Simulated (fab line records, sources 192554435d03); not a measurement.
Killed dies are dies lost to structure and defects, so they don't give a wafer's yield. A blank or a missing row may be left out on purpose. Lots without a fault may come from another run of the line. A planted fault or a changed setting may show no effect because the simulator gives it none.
Chamber matching | flow n5_finfet | N5_STI_FIN_REVEAL_ETCHBACK_08 on rie_diel-02: 4 sister chambers
The step etches SiO2 in C4F6/O2, target depth 30.5 nm, time 10.167 s. 4 wafers are shown with their chamber, then 7 later ones without.

WAFERS WITH THEIR CHAMBER
wafer  | chamber | drypump_motor_current_A (A)
L822.1 | 1       | 5.5
L825.2 | 0       | 5.1
L825.5 | 2       | 6.2
L835.3 | 3       | 6.0

WAFERS WITHOUT THEIR CHAMBER
wafer  | drypump_motor_current_A (A)
L835.6 | 6.0
L839.2 | 5.9
L839.3 | 5.0
L839.4 | 5.5
L841.3 | 5.1
L841.5 | 5.5
L841.6 | 5.0

WHICH CHAMBER EACH WENT THROUGH
wafer  | from the rows above | in truth
L835.6 | 3                   | 3
L839.2 | 3                   | 3
L839.3 | 0                   | 0
L839.4 | 1                   | 1
L841.3 | 0                   | 0
L841.5 | 1                   | 1
L841.6 | 0                   | 0
Placed correctly: 7 of 7. Can't be placed from these rows: 0. Placed wrongly: 0.
How it was worked out, from the rows above alone: a wafer's distance from a chamber is the root of the sum, over the readings, of the square of ((its reading less the chamber's mean) divided by the reading's scatter). The wafer belongs to the nearest chamber; if the next one is less than 2 further off, it can't be placed. A chamber's mean is the mean of its shown wafers. The scatter: with one shown wafer a chamber, the root of the mean of the squares of how far each hidden wafer lies from its nearest shown one.
